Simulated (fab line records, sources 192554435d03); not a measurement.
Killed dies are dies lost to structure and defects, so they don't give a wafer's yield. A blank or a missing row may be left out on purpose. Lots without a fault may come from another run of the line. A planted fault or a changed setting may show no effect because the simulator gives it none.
Which tool did it? | flow n5_finfet | 23 lots, 69 wafers sampled, at 5 steps of a route of 1938

WHAT THE GAUGES READ, wafer by wafer
N5_BEOL_M5_OVL_MEAS_29. Usual: V4_OVL -0.1 nm, standard deviation 0.71.
lot  | measured     | on         | V4_OVL (nm)    | flag
L074 | day 7 19:25  | overlay-01 | 0.3 -0.8 -0.6  |
L076 | day 8 11:28  | overlay-01 | 1.0 -0.2 0.0   |
L075 | day 8 16:46  | overlay-01 | -1.0 -1.0 -1.6 |
L077 | day 8 18:12  | overlay-01 | -1.0 0.3 0.2   |
L078 | day 8 18:47  | overlay-02 | 0.0 -0.9 0.1   |
L079 | day 8 23:04  | overlay-02 | -0.2 0.5 0.2   |
L081 | day 9 11:01  | overlay-01 | -1.0 -0.6 -1.8 |
L082 | day 9 19:53  | overlay-01 | -1.2 -0.2 -0.8 |
L084 | day 10 10:13 | overlay-01 | -0.2 -0.2 0.5  |
L083 | day 10 10:44 | overlay-01 | 0.1 0.0 1.4    |
L085 | day 10 15:51 | overlay-02 | 0.1 -0.7 0.7   |
L086 | day 10 18:28 | overlay-01 | -1.4 -1.4 -0.3 |
L087 | day 11 14:26 | overlay-02 | -0.4 -0.6 -1.0 |
L088 | day 11 18:38 | overlay-02 | -0.8 0.5 -1.1  |
L089 | day 11 22:38 | overlay-02 | -1.4 -0.4 0.0  |
L090 | day 12 01:18 | overlay-01 | -0.3 -0.1 0.0  |
L091 | day 12 04:47 | overlay-02 | 0.2 0.6 0.8    |
L093 | day 12 08:22 | overlay-02 | -0.7 0.2 0.0   |
L092 | day 12 12:25 | overlay-01 | 0.5 0.1 0.3    |
L094 | day 13 04:04 | overlay-01 | -0.4 0.7 0.4   |
L095 | day 13 12:10 | overlay-01 | 0.0 -0.3 -0.5  |
L097 | day 13 16:11 | overlay-02 | -0.2 -0.6 0.4  |
L096 | day 13 16:08 | overlay-01 | -0.2 -0.4 0.0  |

WHICH TOOL RAN EACH LOT (tool, then ch and the chambers of the sampled wafers, then the start)
lot  | N5_BEOL_M4_CO_CAP_55             | N5_BEOL_M5_DESCUM_16               | N5_BEOL_M5_ETCH_62                 | N5_BEOL_M5_STRIP_64
L074 | cvd_co-02 ch 0,1,2, day 7 15:05  | rie_diel-02 ch 0,2, day 7 18:31    | rie_diel-02 ch 0,2, day 7 18:36    | rie_diel-02 ch 0,2, day 7 18:44
L076 | cvd_co-01 ch 0,1,2, day 8 07:10  | rie_diel-02 ch 0,1,2, day 8 10:28  | rie_diel-02 ch 0,1,2, day 8 10:32  | rie_diel-02 ch 0,1,2, day 8 10:40
L075 | cvd_co-01 ch 0,1, day 8 11:19    | rie_diel-02 ch 0,2,3, day 8 14:34  | rie_diel-02 ch 0,2,3, day 8 14:38  | rie_diel-02 ch 0,2,3, day 8 14:46
L077 | cvd_co-01 ch 0,1,2, day 8 13:06  | rie_diel-05 ch 1,2, day 8 17:18    | rie_diel-05 ch 1,2, day 8 17:23    | rie_diel-05 ch 1,2, day 8 17:30
L078 | cvd_co-02 ch 0,2, day 8 14:29    | rie_diel-02 ch 0,1,2, day 8 17:59  | rie_diel-02 ch 0,1,2, day 8 18:04  | rie_diel-02 ch 0,1,2, day 8 18:12
L079 | cvd_co-02 ch 0,2, day 8 14:37    | rie_diel-05 ch 0,3, day 8 18:10    | rie_diel-05 ch 0,3, day 8 18:14    | rie_diel-05 ch 0,3, day 8 18:22
L081 | cvd_co-01 ch 1,2, day 9 05:47    | rie_diel-04 ch 0,2, day 9 10:02    | rie_diel-04 ch 0,2, day 9 10:07    | rie_diel-04 ch 0,2, day 9 10:14
L082 | cvd_co-02 ch 1,2, day 9 15:20    | rie_diel-04 ch 1,2, day 9 18:28    | rie_diel-04 ch 1,2, day 9 18:32    | rie_diel-04 ch 1,2, day 9 18:40
L084 | cvd_co-02 ch 0,1, day 10 06:56   | rie_diel-02 ch 0,2,3, day 10 09:20 | rie_diel-02 ch 0,2,3, day 10 09:25 | rie_diel-02 ch 0,2,3, day 10 09:33
L083 | cvd_co-02 ch 0,1,2, day 10 07:26 | rie_diel-02 ch 0,2,3, day 10 09:58 | rie_diel-02 ch 0,2,3, day 10 10:02 | rie_diel-02 ch 0,2,3, day 10 10:10
L085 | cvd_co-02 ch 0,1,2, day 10 08:58 | rie_diel-04 ch 0,1,3, day 10 11:58 | rie_diel-04 ch 0,1,3, day 10 12:03 | rie_diel-04 ch 0,1,3, day 10 12:10
L086 | cvd_co-01 ch 0,1, day 10 14:46   | rie_diel-05 ch 0,1,2, day 10 17:37 | rie_diel-05 ch 0,1,2, day 10 17:42 | rie_diel-05 ch 0,1,2, day 10 17:50
L087 | cvd_co-01 ch 0, day 11 10:43     | rie_diel-02 ch 0,1,3, day 11 13:38 | rie_diel-02 ch 0,1,3, day 11 13:43 | rie_diel-02 ch 0,1,3, day 11 13:50
L088 | cvd_co-01 ch 0,2, day 11 13:25   | rie_diel-05 ch 0,2,3, day 11 16:16 | rie_diel-05 ch 0,2,3, day 11 16:21 | rie_diel-05 ch 0,2,3, day 11 16:28
L089 | cvd_co-01 ch 0,2, day 11 16:16   | rie_diel-05 ch 1,2, day 11 20:08   | rie_diel-05 ch 1,2, day 11 20:13   | rie_diel-05 ch 1,2, day 11 20:21
L090 | cvd_co-01 ch 0,2, day 11 18:19   | rie_diel-02 ch 0,2,3, day 11 23:28 | rie_diel-02 ch 0,2,3, day 11 23:33 | rie_diel-02 ch 0,2,3, day 11 23:40
L091 | cvd_co-01 ch 0,1,2, day 11 23:37 | rie_diel-05 ch 0,1,2, day 12 03:08 | rie_diel-05 ch 0,1,2, day 12 03:13 | rie_diel-05 ch 0,1,2, day 12 03:20
L093 | cvd_co-02 ch 0,1,2, day 12 03:14 | rie_diel-04 ch 1,2, day 12 06:38   | rie_diel-04 ch 1,2, day 12 06:43   | rie_diel-04 ch 1,2, day 12 06:50
L092 | cvd_co-01 ch 0,2, day 12 06:03   | rie_diel-05 ch 2,3, day 12 10:00   | rie_diel-05 ch 2,3, day 12 10:05   | rie_diel-05 ch 2,3, day 12 10:13
L094 | cvd_co-02 ch 0,1,2, day 12 23:42 | rie_diel-04 ch 1,2,3, day 13 03:07 | rie_diel-04 ch 1,2,3, day 13 03:12 | rie_diel-04 ch 1,2,3, day 13 03:20
L095 | cvd_co-02 ch 0,1,2, day 13 03:24 | rie_diel-02 ch 0,1, day 13 10:51   | rie_diel-02 ch 0,1, day 13 10:56   | rie_diel-02 ch 0,1, day 13 11:03
L097 | cvd_co-02 ch 0,1,2, day 13 09:50 | rie_diel-05 ch 1,2,3, day 13 13:23 | rie_diel-05 ch 1,2,3, day 13 13:28 | rie_diel-05 ch 1,2,3, day 13 13:35
L096 | cvd_co-02 ch 0,1,2, day 13 09:56 | rie_diel-02 ch 0,1,2, day 13 13:38 | rie_diel-02 ch 0,1,2, day 13 13:43 | rie_diel-02 ch 0,1,2, day 13 13:50
- N5_BEOL_M4_CO_CAP_55: material Co, precursor CCTBA/H2, target thk 2 nm, time 102.1 s.
- N5_BEOL_M5_DESCUM_16: chemistry O2, time 7 s.
- N5_BEOL_M5_ETCH_62: etches SOC in N2/H2, target depth 75 nm, overetch 15 nm, time 112.5 s.
- N5_BEOL_M5_STRIP_64: strips in CF4.

WHAT THE TOOLS THEMSELVES READ (means of the sampled wafers that have a number; where no wafer has one, the mark that the record gives instead)
N5_BEOL_M4_CO_CAP_55. Usual: heater_power_w 228 W, standard deviation 16.
lot  | tool      | heater_power_w (W) | flag
L074 | cvd_co-02 | 221                |
L076 | cvd_co-01 | 238                |
L075 | cvd_co-01 | 246                |
L077 | cvd_co-01 | 237                |
L078 | cvd_co-02 | 229                |
L079 | cvd_co-02 | 225                |
L081 | cvd_co-01 | 227                |
L082 | cvd_co-02 | 205                |
L084 | cvd_co-02 | 233                |
L083 | cvd_co-02 | 219                |
L085 | cvd_co-02 | 220                |
L086 | cvd_co-01 | 244                |
L087 | cvd_co-01 | 242                |
L088 | cvd_co-01 | 228                |
L089 | cvd_co-01 | 233                |
L090 | cvd_co-01 | 239                |
L091 | cvd_co-01 | 235                |
L093 | cvd_co-02 | 223                |
L092 | cvd_co-01 | 234                |
L094 | cvd_co-02 | 221                |
L095 | cvd_co-02 | 222                |
L097 | cvd_co-02 | 222                |
L096 | cvd_co-02 | 223                |

N5_BEOL_M5_DESCUM_16. Usual: drypump_motor_current_A 5.9 A, standard deviation 0.39; oes_product_au 0.75 a.u., standard deviation 0.066; rf_vpp_V 243.0 V, standard deviation 1.4; showerhead_plenum_p_Torr 2.09 Torr, standard deviation 0.061; throttle_valve_pct 20.52 %, standard deviation 0.22.
lot  | tool        | drypump_motor_current_A (A) | oes_product_au (a.u.) | rf_vpp_V (V) | showerhead_plenum_p_Torr (Torr) | throttle_valve_pct (%) | flag
L074 | rie_diel-02 | 5.9                         | 0.74                  | 244.7        | 2.11                            | 20.61                  |
L076 | rie_diel-02 | 6.1                         | 0.74                  | 242.3        | 2.10                            | 20.69                  |
L075 | rie_diel-02 | 6.0                         | 0.73                  | 242.7        | 2.11                            | 20.47                  |
L077 | rie_diel-05 | 5.6                         | 0.70                  | 243.3        | 2.17                            | 20.36                  |
L078 | rie_diel-02 | 6.0                         | 0.74                  | 243.1        | 2.09                            | 20.69                  |
L079 | rie_diel-05 | 6.1                         | 0.82                  | 243.5        | 2.09                            | 20.54                  |
L081 | rie_diel-04 | 5.5                         | 0.72                  | 242.1        | 2.02                            | 20.52                  |
L082 | rie_diel-04 | 5.9                         | 0.78                  | 243.0        | 2.10                            | 20.59                  |
L084 | rie_diel-02 | 6.0                         | 0.72                  | 243.3        | 2.10                            | 20.48                  |
L083 | rie_diel-02 | 6.0                         | 0.72                  | 243.5        | 2.10                            | 20.49                  |
L085 | rie_diel-04 | 5.2                         | 0.85                  | 242.0        | 2.06                            | 20.28                  |
L086 | rie_diel-05 | 5.9                         | 0.72                  | 244.1        | 2.15                            | 20.46                  |
L087 | rie_diel-02 | 5.9                         | 0.73                  | 241.7        | 2.05                            | 20.58                  |
L088 | rie_diel-05 | 5.8                         | 0.76                  | 243.5        | 2.10                            | 20.48                  |
L089 | rie_diel-05 | 5.6                         | 0.68                  | 243.7        | 2.16                            | 20.40                  |
L090 | rie_diel-02 | 6.0                         | 0.71                  | 242.5        | 2.10                            | 20.52                  |
L091 | rie_diel-05 | 5.9                         | 0.72                  | 243.1        | 2.14                            | 20.47                  |
L093 | rie_diel-04 | 5.5                         | 0.81                  | 243.5        | 2.11                            | 20.54                  |
L092 | rie_diel-05 | 5.6                         | 0.71                  | 243.7        | 2.12                            | 20.40                  |
L094 | rie_diel-04 | 5.6                         | 0.83                  | 242.9        | 2.09                            | 20.37                  |
L095 | rie_diel-02 | 5.9                         | 0.72                  | 242.7        | 2.04                            | 20.74                  |
L097 | rie_diel-05 | 5.9                         | 0.79                  | 243.2        | 2.11                            | 20.30                  |
L096 | rie_diel-02 | 6.0                         | 0.72                  | 243.3        | 2.08                            | 20.74                  |

N5_BEOL_M5_ETCH_62. Usual: drypump_motor_current_A 5.9 A, standard deviation 0.39; oes_product_au 0.59 a.u., standard deviation 0.049; rf_vpp_V 523.7 V, standard deviation 2.1; showerhead_plenum_p_Torr 2.54 Torr, standard deviation 0.076; throttle_valve_pct 17.89 %, standard deviation 0.23.
lot  | tool        | drypump_motor_current_A (A) | oes_product_au (a.u.) | rf_vpp_V (V) | showerhead_plenum_p_Torr (Torr) | throttle_valve_pct (%) | flag
L074 | rie_diel-02 | 6.0                         | 0.58                  | 523.8        | 2.56                            | 17.98                  |
L076 | rie_diel-02 | 6.0                         | 0.59                  | 523.8        | 2.54                            | 18.04                  |
L075 | rie_diel-02 | 6.0                         | 0.57                  | 523.5        | 2.55                            | 17.90                  |
L077 | rie_diel-05 | 5.7                         | 0.56                  | 525.8        | 2.64                            | 17.80                  |
L078 | rie_diel-02 | 6.1                         | 0.58                  | 524.3        | 2.54                            | 18.05                  |
L079 | rie_diel-05 | 6.1                         | 0.64                  | 523.6        | 2.53                            | 17.79                  |
L081 | rie_diel-04 | 5.5                         | 0.57                  | 522.1        | 2.46                            | 17.91                  |
L082 | rie_diel-04 | 5.9                         | 0.61                  | 524.8        | 2.55                            | 17.90                  |
L084 | rie_diel-02 | 6.0                         | 0.56                  | 524.2        | 2.55                            | 17.93                  |
L083 | rie_diel-02 | 5.9                         | 0.56                  | 523.8        | 2.55                            | 17.92                  |
L085 | rie_diel-04 | 5.2                         | 0.67                  | 522.3        | 2.50                            | 17.60                  |
L086 | rie_diel-05 | 5.9                         | 0.58                  | 525.8        | 2.61                            | 17.86                  |
L087 | rie_diel-02 | 5.9                         | 0.57                  | 522.9        | 2.48                            | 18.02                  |
L088 | rie_diel-05 | 5.9                         | 0.60                  | 523.8        | 2.54                            | 17.77                  |
L089 | rie_diel-05 | 5.6                         | 0.55                  | 525.7        | 2.63                            | 17.84                  |
L090 | rie_diel-02 | 6.0                         | 0.56                  | 523.4        | 2.54                            | 17.94                  |
L091 | rie_diel-05 | 5.9                         | 0.57                  | 524.7        | 2.60                            | 17.88                  |
L093 | rie_diel-04 | 5.5                         | 0.63                  | 523.7        | 2.56                            | 17.88                  |
L092 | rie_diel-05 | 5.6                         | 0.57                  | 523.5        | 2.57                            | 17.74                  |
L094 | rie_diel-04 | 5.6                         | 0.65                  | 524.3        | 2.53                            | 17.64                  |
L095 | rie_diel-02 | 5.9                         | 0.57                  | 521.8        | 2.48                            | 18.13                  |
L097 | rie_diel-05 | 5.9                         | 0.64                  | 523.9        | 2.55                            | 17.61                  |
L096 | rie_diel-02 | 6.0                         | 0.57                  | 523.6        | 2.52                            | 18.11                  |

N5_BEOL_M5_STRIP_64. Usual: drypump_motor_current_A 5.9 A, standard deviation 0.38; oes_product_au 0.74 a.u., standard deviation 0.062; rf_vpp_V 271.1 V, standard deviation 1.3; showerhead_plenum_p_Torr 1.79 Torr, standard deviation 0.051; throttle_valve_pct 13.70 %, standard deviation 0.2.
lot  | tool        | drypump_motor_current_A (A) | oes_product_au (a.u.) | rf_vpp_V (V) | showerhead_plenum_p_Torr (Torr) | throttle_valve_pct (%) | flag
L074 | rie_diel-02 | 5.9                         | 0.73                  | 271.6        | 1.80                            | 13.77                  |
L076 | rie_diel-02 | 6.0                         | 0.74                  | 271.4        | 1.79                            | 13.80                  |
L075 | rie_diel-02 | 6.0                         | 0.72                  | 271.0        | 1.80                            | 13.69                  |
L077 | rie_diel-05 | 5.6                         | 0.70                  | 272.1        | 1.86                            | 13.61                  |
L078 | rie_diel-02 | 6.0                         | 0.74                  | 270.7        | 1.79                            | 13.80                  |
L079 | rie_diel-05 | 6.1                         | 0.80                  | 270.8        | 1.81                            | 13.69                  |
L081 | rie_diel-04 | 5.5                         | 0.71                  | 270.4        | 1.74                            | 13.79                  |
L082 | rie_diel-04 | 5.9                         | 0.76                  | 271.1        | 1.79                            | 13.71                  |
L084 | rie_diel-02 | 6.0                         | 0.71                  | 270.8        | 1.80                            | 13.73                  |
L083 | rie_diel-02 | 5.9                         | 0.71                  | 271.1        | 1.80                            | 13.72                  |
L085 | rie_diel-04 | 5.2                         | 0.84                  | 270.5        | 1.76                            | 13.41                  |
L086 | rie_diel-05 | 5.9                         | 0.73                  | 271.2        | 1.84                            | 13.70                  |
L087 | rie_diel-02 | 5.8                         | 0.71                  | 271.1        | 1.75                            | 13.77                  |
L088 | rie_diel-05 | 5.8                         | 0.75                  | 271.5        | 1.81                            | 13.69                  |
L089 | rie_diel-05 | 5.6                         | 0.69                  | 272.3        | 1.85                            | 13.65                  |
L090 | rie_diel-02 | 6.0                         | 0.71                  | 271.2        | 1.80                            | 13.75                  |
L091 | rie_diel-05 | 5.9                         | 0.72                  | 272.2        | 1.84                            | 13.72                  |
L093 | rie_diel-04 | 5.5                         | 0.78                  | 271.8        | 1.80                            | 13.63                  |
L092 | rie_diel-05 | 5.6                         | 0.71                  | 272.2        | 1.81                            | 13.64                  |
L094 | rie_diel-04 | 5.6                         | 0.82                  | 270.4        | 1.78                            | 13.44                  |
L095 | rie_diel-02 | 5.9                         | 0.71                  | 269.4        | 1.75                            | 13.89                  |
L097 | rie_diel-05 | 6.0                         | 0.79                  | 271.2        | 1.81                            | 13.52                  |
L096 | rie_diel-02 | 6.0                         | 0.71                  | 271.0        | 1.78                            | 13.88                  |

THE ANSWER, worked out from the rows above alone
Rule: a lot is off if the mean of its wafers that have a number lies more than 3 standard deviations from the usual mean. A lot without any number at a reading at which 4 lots or more have one is off too. The other lots that the step has rows for count as sound. The gauges are gone through in route order, then the tools' own readings, and for those a lot's mean is taken as printed above. The first step at which some lot is off is used, and at that step the reading that is off furthest; a lot without a number counts as furthest.
No lot is off at any reading shown: from this, nothing can be told.

WHAT THE SIMULATOR HAD PUT IN
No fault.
